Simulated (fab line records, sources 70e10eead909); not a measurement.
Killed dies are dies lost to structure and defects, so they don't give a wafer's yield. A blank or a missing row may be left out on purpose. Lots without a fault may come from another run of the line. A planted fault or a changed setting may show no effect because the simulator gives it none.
Which tool did it? | flow nand_harc | 24 lots, 72 wafers sampled, at 6 steps of a route of 1302

WHAT THE GAUGES READ, wafer by wafer
The record holds no reading of a measuring or inspecting step that can be judged against a usual standard deviation.

WHICH TOOL RAN EACH LOT (tool, then ch and the chambers of the sampled wafers, then the start)
lot  | NHARC_A_STAIRCASE_TRIM_191                    | NHARC_A_STAIRCASE_TRIM_202                    | NHARC_A_STAIRCASE_ETCH_221                    | NHARC_A_STAIRCASE_ETCH_225                    | NHARC_A_STAIRCASE_ETCH_230                    | NHARC_A_STAIRCASE_STRIP_238
L074 | rie_diel-06 ch 2,3, day 16 04:00 or earlier   | rie_diel-12 ch 0,2, day 16 04:00 or earlier   | rie_diel-10 ch 1,2, day 16 04:00 or earlier   | rie_diel-10 ch 0,1,3, day 16 04:00 or earlier | rie_diel-06 ch 1,3, day 16 04:00 or earlier   | plasma_asher-01 ch 0,1, day 16 04:00
L075 | rie_diel-10 ch 0,1,2, day 16 08:58 or earlier | rie_diel-12 ch 0,2,3, day 16 08:58 or earlier | rie_diel-10 ch 0,1,2, day 16 08:58 or earlier | rie_diel-10 ch 1,2, day 16 08:58 or earlier   | rie_diel-12 ch 0,2,3, day 16 08:58 or earlier | plasma_asher-02 ch 0,1, day 16 08:58
L078 | rie_diel-10 ch 0,2,3, day 17 14:10 or earlier | rie_diel-12 ch 0,1,2, day 17 14:10 or earlier | rie_diel-12 ch 0,2,3, day 17 14:10 or earlier | rie_diel-12 ch 0,1,3, day 17 14:10 or earlier | rie_diel-12 ch 1,2,3, day 17 14:10 or earlier | plasma_asher-02 ch 0,1, day 17 14:10
L076 | rie_diel-10 ch 0,2,3, day 17 14:28 or earlier | rie_diel-10 ch 0,1,3, day 17 14:28 or earlier | rie_diel-12 ch 1,3, day 17 14:28 or earlier   | rie_diel-12 ch 0,1, day 17 14:28 or earlier   | rie_diel-10 ch 0,2, day 17 14:28 or earlier   | plasma_asher-02 ch 0,1, day 17 14:28
L077 | rie_diel-12 ch 0,1,2, day 17 17:18 or earlier | rie_diel-10 ch 0,1,2, day 17 17:18 or earlier | rie_diel-10 ch 0,2,3, day 17 17:18 or earlier | rie_diel-10 ch 0,1,2, day 17 17:18 or earlier | rie_diel-10 ch 1,2,3, day 17 17:18 or earlier | plasma_asher-01 ch 0,1, day 17 17:18
L079 | rie_diel-06 ch 1,2,3, day 18 01:15 or earlier | rie_diel-12 ch 0,2, day 18 01:15 or earlier   | rie_diel-06 ch 1,3, day 18 01:15 or earlier   | rie_diel-06 ch 1,2,3, day 18 01:15 or earlier | rie_diel-12 ch 1,2,3, day 18 01:15 or earlier | plasma_asher-02 ch 0,1, day 18 01:15
L081 | rie_diel-10 ch 0,3, day 18 12:59 or earlier   | rie_diel-10 ch 1,2,3, day 18 12:59 or earlier | rie_diel-06 ch 2,3, day 18 12:59 or earlier   | rie_diel-06 ch 1,2, day 18 12:59 or earlier   | rie_diel-06 ch 1,2, day 18 12:59 or earlier   | plasma_asher-01 ch 0,1, day 18 12:59
L080 | rie_diel-10 ch 0,2,3, day 18 13:29 or earlier | rie_diel-10 ch 0,2,3, day 18 13:29 or earlier | rie_diel-12 ch 0,1,2, day 18 13:29 or earlier | rie_diel-12 ch 0,3, day 18 13:29 or earlier   | rie_diel-12 ch 1,2,3, day 18 13:29 or earlier | plasma_asher-02 ch 0,1, day 18 13:29
L084 | rie_diel-10 ch 2,3, day 19 14:49 or earlier   | rie_diel-06 ch 0,1,2, day 19 14:49 or earlier | rie_diel-12 ch 0,1,3, day 19 14:49 or earlier | rie_diel-12 ch 0,1,2, day 19 14:49 or earlier | rie_diel-06 ch 0,1, day 19 14:49 or earlier   | plasma_asher-02 ch 0,1, day 19 14:49
L083 | rie_diel-10 ch 0,1,2, day 19 21:20 or earlier | rie_diel-10 ch 0,1,2, day 19 21:20 or earlier | rie_diel-10 ch 0,1,3, day 19 21:20 or earlier | rie_diel-10 ch 1,2,3, day 19 21:20 or earlier | rie_diel-10 ch 1,2,3, day 19 21:20 or earlier | plasma_asher-01 ch 0,1, day 19 21:20
L082 | rie_diel-12 ch 2,3, day 19 20:03 or earlier   | rie_diel-06 ch 2,3, day 19 20:03 or earlier   | rie_diel-06 ch 0,1, day 19 20:03 or earlier   | rie_diel-06 ch 1,2, day 19 20:03 or earlier   | rie_diel-06 ch 1,2, day 19 20:03 or earlier   | plasma_asher-02 ch 0,1, day 19 20:03
L086 | rie_diel-06 ch 1,2,3, day 21 06:36 or earlier | rie_diel-06 ch 1,2, day 21 06:36 or earlier   | rie_diel-12 ch 1,2, day 21 06:36 or earlier   | rie_diel-12 ch 2,3, day 21 06:36 or earlier   | rie_diel-12 ch 0,1,2, day 21 06:36            | plasma_asher-02 ch 1, day 21 07:33
L085 | rie_diel-12 ch 1,2, day 21 09:29 or earlier   | rie_diel-06 ch 1,2,3, day 21 09:29 or earlier | rie_diel-10 ch 2,3, day 21 09:29 or earlier   | rie_diel-10 ch 0,1,2, day 21 09:29 or earlier | rie_diel-10 ch 2,3, day 21 09:29 or earlier   | plasma_asher-01 ch 0,1, day 21 09:29
L087 | rie_diel-12 ch 1,3, day 21 18:40 or earlier   | rie_diel-10 ch 0,2,3, day 21 18:40 or earlier | rie_diel-10 ch 0,1, day 21 18:40 or earlier   | rie_diel-10 ch 0,2, day 21 18:40 or earlier   | rie_diel-10 ch 0,1,3, day 21 18:40 or earlier | plasma_asher-01 ch 0,1, day 21 18:40
L088 | rie_diel-12 ch 0,1, day 22 03:07 or earlier   | rie_diel-12 ch 1,2, day 22 03:07 or earlier   | rie_diel-06 ch 0,1,2, day 22 03:07 or earlier | rie_diel-06 ch 2,3, day 22 03:07 or earlier   | rie_diel-06 ch 1,2,3, day 22 03:07 or earlier | plasma_asher-02 ch 0, day 22 03:07
L089 | rie_diel-06 ch 1,2,3, day 22 08:27 or earlier | rie_diel-12 ch 1,2,3, day 22 08:27 or earlier | rie_diel-06 ch 0,2,3, day 22 08:27 or earlier | rie_diel-06 ch 0,1,3, day 22 08:27 or earlier | rie_diel-12 ch 0,2,3, day 22 08:27 or earlier | plasma_asher-02 ch 0,1, day 22 08:27
L091 | rie_diel-12 ch 1,2,3, day 22 19:50 or earlier | rie_diel-12 ch 0,3, day 22 19:50 or earlier   | rie_diel-06 ch 0,2, day 22 19:50 or earlier   | rie_diel-06 ch 0,3, day 22 19:50 or earlier   | rie_diel-06 ch 0,3, day 22 19:50 or earlier   | plasma_asher-02 ch 0,1, day 22 19:50
L090 | rie_diel-06 ch 0,1, day 22 23:41 or earlier   | rie_diel-06 ch 1,3, day 22 23:41 or earlier   | rie_diel-12 ch 0,1,2, day 22 23:41 or earlier | rie_diel-12 ch 1,2,3, day 22 23:41 or earlier | rie_diel-10 ch 1,3, day 22 23:41 or earlier   | plasma_asher-02 ch 0, day 22 23:41
L092 | rie_diel-12 ch 1,2,3, day 23 09:34 or earlier | rie_diel-12 ch 0,1,2, day 23 09:34 or earlier | rie_diel-12 ch 0,1,3, day 23 09:34 or earlier | rie_diel-12 ch 2,3, day 23 09:34 or earlier   | rie_diel-06 ch 0,1,3, day 23 09:34 or earlier | plasma_asher-02 ch 0,1, day 23 09:34
L093 | rie_diel-06 ch 2,3, day 23 10:35 or earlier   | rie_diel-10 ch 1,2, day 23 10:35 or earlier   | rie_diel-06 ch 0,1,2, day 23 10:35 or earlier | rie_diel-06 ch 0,2, day 23 10:35 or earlier   | rie_diel-06 ch 0,1, day 23 10:35 or earlier   | plasma_asher-01 ch 0, day 23 10:35
L094 | rie_diel-10 ch 1,2, day 24 17:35 or earlier   | rie_diel-10 ch 0,2,3, day 24 17:35 or earlier | rie_diel-06 ch 1,2,3, day 24 17:35 or earlier | rie_diel-06 ch 2,3, day 24 17:35 or earlier   | rie_diel-06 ch 1,2,3, day 24 17:35 or earlier | plasma_asher-01 ch 0,1, day 24 17:35
L095 | rie_diel-10 ch 0,1,2, day 24 18:02 or earlier | rie_diel-10 ch 0,1,2, day 24 18:02 or earlier | rie_diel-10 ch 0,1,2, day 24 18:02 or earlier | rie_diel-10 ch 1,2,3, day 24 18:02 or earlier | rie_diel-06 ch 0,2,3, day 24 18:02 or earlier | plasma_asher-02 ch 0,1, day 24 18:02
L096 | rie_diel-06 ch 0,1,3, day 25 02:44 or earlier | rie_diel-12 ch 2,3, day 25 02:44 or earlier   | rie_diel-12 ch 1,3, day 25 02:44 or earlier   | rie_diel-12 ch 1,2,3, day 25 02:44 or earlier | rie_diel-12 ch 1,2, day 25 02:44 or earlier   | plasma_asher-02 ch 0,1, day 25 02:44
L097 | rie_diel-06 ch 1,3, day 25 17:20 or earlier   | rie_diel-06 ch 1,2, day 25 17:20 or earlier   | rie_diel-10 ch 1,2, day 25 17:20 or earlier   | rie_diel-10 ch 1,2, day 25 17:20 or earlier   | rie_diel-12 ch 0,1,3, day 25 17:20 or earlier | plasma_asher-01 ch 0,1, day 25 17:20
- NHARC_A_STAIRCASE_TRIM_191: chemistry O2, time 211.2 s.
- NHARC_A_STAIRCASE_TRIM_202: chemistry O2, time 211.2 s.
- NHARC_A_STAIRCASE_ETCH_221: etches the open film in C4F8/O2, target depth 100 nm, time 40.5 s.
- NHARC_A_STAIRCASE_ETCH_225: etches the open film in C4F8/O2, target depth 100 nm, time 40.5 s.
- NHARC_A_STAIRCASE_ETCH_230: etches the open film in C4F8/O2, target depth 100 nm, time 40.5 s.
- NHARC_A_STAIRCASE_STRIP_238: strips in O2.

WHAT THE TOOLS THEMSELVES READ (means of the sampled wafers that have a number; where no wafer has one, the mark that the record gives instead)
NHARC_A_STAIRCASE_TRIM_191.
lot  | tool        | drypump_motor_current_A (A) | oes_product_au (a.u.) | rf_vpp_V (V) | showerhead_plenum_p_Torr (Torr) | throttle_valve_pct (%)
L074 | rie_diel-06 | 4.8                         | 1.006                 | 57.6         | 3.55                            | 17.040
L075 | rie_diel-10 | 6.1                         | 1.010                 | 57.1         | 3.49                            | 17.031
L078 | rie_diel-10 | 5.5                         | 1.012                 | 59.2         | 3.52                            | 17.039
L076 | rie_diel-10 | 5.5                         | 1.001                 | 58.1         | 3.52                            | 17.040
L077 | rie_diel-12 | 5.9                         | 0.994                 | 57.0         | 3.49                            | 17.042
L079 | rie_diel-06 | 5.3                         | 1.007                 | 57.2         | 3.47                            | 17.035
L081 | rie_diel-10 | 5.2                         | 1.004                 | 57.7         | 3.49                            | 17.040
L080 | rie_diel-10 | 5.5                         | 1.005                 | 56.9         | 3.51                            | 17.043
L084 | rie_diel-10 | 5.7                         | 0.994                 | 58.1         | 3.63                            | 17.034
L083 | rie_diel-10 | 6.0                         | 0.998                 | 57.3         | 3.48                            | 17.040
L082 | rie_diel-12 | 5.9                         | 0.993                 | 57.9         | 3.55                            | 17.030
L086 | rie_diel-06 | 5.3                         | 1.003                 | 58.0         | 3.45                            | 17.035
L085 | rie_diel-12 | 5.9                         | 0.998                 | 58.0         | 3.50                            | 17.036
L087 | rie_diel-12 | 5.9                         | 1.010                 | 58.8         | 3.51                            | 17.039
L088 | rie_diel-12 | 6.1                         | 0.998                 | 57.4         | 3.44                            | 17.047
L089 | rie_diel-06 | 5.3                         | 1.001                 | 58.1         | 3.45                            | 17.035
L091 | rie_diel-12 | 5.9                         | 1.010                 | 57.2         | 3.51                            | 17.035
L090 | rie_diel-06 | 6.1                         | 1.003                 | 57.6         | 3.41                            | 17.037
L092 | rie_diel-12 | 5.9                         | 1.002                 | 57.5         | 3.51                            | 17.040
L093 | rie_diel-06 | 4.8                         | 1.013                 | 58.3         | 3.52                            | 17.028
L094 | rie_diel-10 | 6.3                         | 0.998                 | 58.1         | 3.53                            | 17.029
L095 | rie_diel-10 | 6.0                         | 0.999                 | 57.2         | 3.46                            | 17.039
L096 | rie_diel-06 | 5.9                         | 1.010                 | 57.5         | 3.44                            | 17.038
L097 | rie_diel-06 | 5.5                         | 1.012                 | 57.6         | 3.40                            | 17.034

NHARC_A_STAIRCASE_TRIM_202.
lot  | tool        | drypump_motor_current_A (A) | oes_product_au (a.u.) | rf_vpp_V (V) | showerhead_plenum_p_Torr (Torr) | throttle_valve_pct (%)
L074 | rie_diel-12 | 5.9                         | 0.993                 | 57.4         | 3.51                            | 17.030
L075 | rie_diel-12 | 5.9                         | 1.000                 | 57.5         | 3.52                            | 17.025
L078 | rie_diel-12 | 5.9                         | 0.986                 | 56.9         | 3.49                            | 17.041
L076 | rie_diel-10 | 5.7                         | 1.010                 | 56.9         | 3.47                            | 17.034
L077 | rie_diel-10 | 6.1                         | 0.997                 | 57.8         | 3.49                            | 17.047
L079 | rie_diel-12 | 5.9                         | 0.991                 | 57.4         | 3.50                            | 17.040
L081 | rie_diel-10 | 5.8                         | 1.003                 | 57.3         | 3.58                            | 17.039
L080 | rie_diel-10 | 5.5                         | 1.004                 | 57.5         | 3.51                            | 17.036
L084 | rie_diel-06 | 5.7                         | 1.009                 | 58.6         | 3.50                            | 17.033
L083 | rie_diel-10 | 6.0                         | 1.000                 | 57.5         | 3.48                            | 17.032
L082 | rie_diel-06 | 5.1                         | 1.006                 | 57.9         | 3.50                            | 17.039
L086 | rie_diel-06 | 5.5                         | 1.006                 | 57.6         | 3.41                            | 17.033
L085 | rie_diel-06 | 5.3                         | 1.007                 | 57.5         | 3.45                            | 17.036
L087 | rie_diel-10 | 5.5                         | 0.995                 | 58.0         | 3.50                            | 17.035
L088 | rie_diel-12 | 5.9                         | 1.018                 | 58.5         | 3.49                            | 17.036
L089 | rie_diel-12 | 5.9                         | 1.005                 | 58.2         | 3.51                            | 17.042
L091 | rie_diel-12 | 6.1                         | 1.009                 | 57.6         | 3.46                            | 17.039
L090 | rie_diel-06 | 5.8                         | 1.010                 | 57.8         | 3.36                            | 17.036
L092 | rie_diel-12 | 5.9                         | 1.002                 | 57.7         | 3.47                            | 17.040
L093 | rie_diel-10 | 6.3                         | 0.992                 | 57.0         | 3.53                            | 17.040
L094 | rie_diel-10 | 5.5                         | 1.000                 | 58.0         | 3.49                            | 17.036
L095 | rie_diel-10 | 6.1                         | 1.001                 | 58.7         | 3.46                            | 17.032
L096 | rie_diel-12 | 5.9                         | 1.001                 | 58.0         | 3.51                            | 17.042
L097 | rie_diel-06 | 5.5                         | 1.008                 | 57.6         | 3.39                            | 17.028

NHARC_A_STAIRCASE_ETCH_221.
lot  | tool        | oes_product_au (a.u.) | rf_vpp_V (V)
L074 | rie_diel-10 | 0.934                 | 898
L075 | rie_diel-10 | 0.955                 | 895
L078 | rie_diel-12 | 0.923                 | 895
L076 | rie_diel-12 | 0.932                 | 897
L077 | rie_diel-10 | 0.949                 | 895
L079 | rie_diel-06 | 0.950                 | 891
L081 | rie_diel-06 | 0.935                 | 896
L080 | rie_diel-12 | 0.939                 | 894
L084 | rie_diel-12 | 0.933                 | 895
L083 | rie_diel-10 | 0.949                 | 893
L082 | rie_diel-06 | 0.951                 | 892
L086 | rie_diel-12 | 0.925                 | 896
L085 | rie_diel-10 | 0.922                 | 898
L087 | rie_diel-10 | 0.947                 | 891
L088 | rie_diel-06 | 0.951                 | 895
L089 | rie_diel-06 | 0.956                 | 896
L091 | rie_diel-06 | 0.933                 | 899
L090 | rie_diel-12 | 0.953                 | 894
L092 | rie_diel-12 | 0.943                 | 895
L093 | rie_diel-06 | 0.942                 | 893
L094 | rie_diel-06 | 0.963                 | 894
L095 | rie_diel-10 | 0.956                 | 893
L096 | rie_diel-12 | 0.934                 | 895
L097 | rie_diel-10 | 0.923                 | 898

NHARC_A_STAIRCASE_ETCH_225.
lot  | tool        | oes_product_au (a.u.) | rf_vpp_V (V)
L074 | rie_diel-10 | 0.952                 | 894
L075 | rie_diel-10 | 0.950                 | 897
L078 | rie_diel-12 | 0.934                 | 895
L076 | rie_diel-12 | 0.939                 | 895
L077 | rie_diel-10 | 0.946                 | 895
L079 | rie_diel-06 | 0.945                 | 893
L081 | rie_diel-06 | 0.948                 | 895
L080 | rie_diel-12 | 0.938                 | 896
L084 | rie_diel-12 | 0.938                 | 895
L083 | rie_diel-10 | 0.949                 | 898
L082 | rie_diel-06 | 0.953                 | 895
L086 | rie_diel-12 | 0.941                 | 897
L085 | rie_diel-10 | 0.944                 | 894
L087 | rie_diel-10 | 0.936                 | 896
L088 | rie_diel-06 | 0.949                 | 896
L089 | rie_diel-06 | 0.959                 | 893
L091 | rie_diel-06 | 0.948                 | 895
L090 | rie_diel-12 | 0.948                 | 895
L092 | rie_diel-12 | 0.945                 | 896
L093 | rie_diel-06 | 0.942                 | 899
L094 | rie_diel-06 | 0.954                 | 895
L095 | rie_diel-10 | 0.938                 | 897
L096 | rie_diel-12 | 0.936                 | 895
L097 | rie_diel-10 | 0.923                 | 896

NHARC_A_STAIRCASE_ETCH_230.
lot  | tool        | oes_product_au (a.u.) | rf_vpp_V (V)
L074 | rie_diel-06 | 0.984                 | 891
L075 | rie_diel-12 | 0.963                 | 896
L078 | rie_diel-12 | 0.930                 | 897
L076 | rie_diel-10 | 0.962                 | 892
L077 | rie_diel-10 | 0.951                 | 898
L079 | rie_diel-12 | 0.965                 | 897
L081 | rie_diel-06 | 0.958                 | 892
L080 | rie_diel-12 | 0.938                 | 896
L084 | rie_diel-06 | 0.981                 | 895
L083 | rie_diel-10 | 0.944                 | 897
L082 | rie_diel-06 | 0.963                 | 895
L086 | rie_diel-12 | 0.975                 | 894
L085 | rie_diel-10 | 0.937                 | 898
L087 | rie_diel-10 | 0.938                 | 893
L088 | rie_diel-06 | 0.956                 | 893
L089 | rie_diel-12 | 0.969                 | 895
L091 | rie_diel-06 | 0.950                 | 894
L090 | rie_diel-10 | 0.923                 | 896
L092 | rie_diel-06 | 0.961                 | 893
L093 | rie_diel-06 | 0.957                 | 894
L094 | rie_diel-06 | 0.946                 | 892
L095 | rie_diel-06 | 0.934                 | 896
L096 | rie_diel-12 | 0.942                 | 895
L097 | rie_diel-12 | 0.961                 | 894

NHARC_A_STAIRCASE_STRIP_238.
lot  | tool            | drypump_motor_current_A (A) | heater_power_w (W)
L074 | plasma_asher-01 | 5.8                         | 327
L075 | plasma_asher-02 | 5.5                         | 348
L078 | plasma_asher-02 | 5.5                         | 344
L076 | plasma_asher-02 | 5.5                         | 342
L077 | plasma_asher-01 | 6.0                         | 359
L079 | plasma_asher-02 | 5.5                         | 341
L081 | plasma_asher-01 | 6.0                         | 358
L080 | plasma_asher-02 | 5.5                         | 342
L084 | plasma_asher-02 | 5.5                         | 339
L083 | plasma_asher-01 | 6.0                         | 357
L082 | plasma_asher-02 | 5.3                         | 337
L086 | plasma_asher-02 | 5.2                         | 331
L085 | plasma_asher-01 | 5.8                         | 325
L087 | plasma_asher-01 | 5.8                         | 328
L088 | plasma_asher-02 | 5.7                         | 352
L089 | plasma_asher-02 | 5.3                         | 338
L091 | plasma_asher-02 | 5.4                         | 336
L090 | plasma_asher-02 | 5.7                         | 350
L092 | plasma_asher-02 | 5.4                         | 333
L093 | plasma_asher-01 | 6.2                         | 379
L094 | plasma_asher-01 | 6.0                         | 350
L095 | plasma_asher-02 | 5.5                         | 349
L096 | plasma_asher-02 | 5.5                         | 350
L097 | plasma_asher-01 | 6.0                         | 348

THE ANSWER, worked out from the rows above alone
Rule: what is usual is taken from the lots themselves. Put in order of their means at a reading, lots are off if they are a third of the lots or fewer, leave a main group of 4 or more, and stand apart from it by a gap of 3 or more times the standard deviation of the main group's means; of several such gaps the widest counts. A main group whose means are all the same, to the digits that the tables above print for the reading, isn't used. A lot without any number at a reading at which 4 lots or more have one is off too. The other lots that the step has rows for count as sound. The gauges are gone through in route order, then the tools' own readings, and for those a lot's mean is taken as printed above. The first step at which some lot is off is used, and at that step the reading that is off furthest; a lot without a number counts as furthest.
No lot is off at any reading shown: from this, nothing can be told.

WHAT THE SIMULATOR HAD PUT IN
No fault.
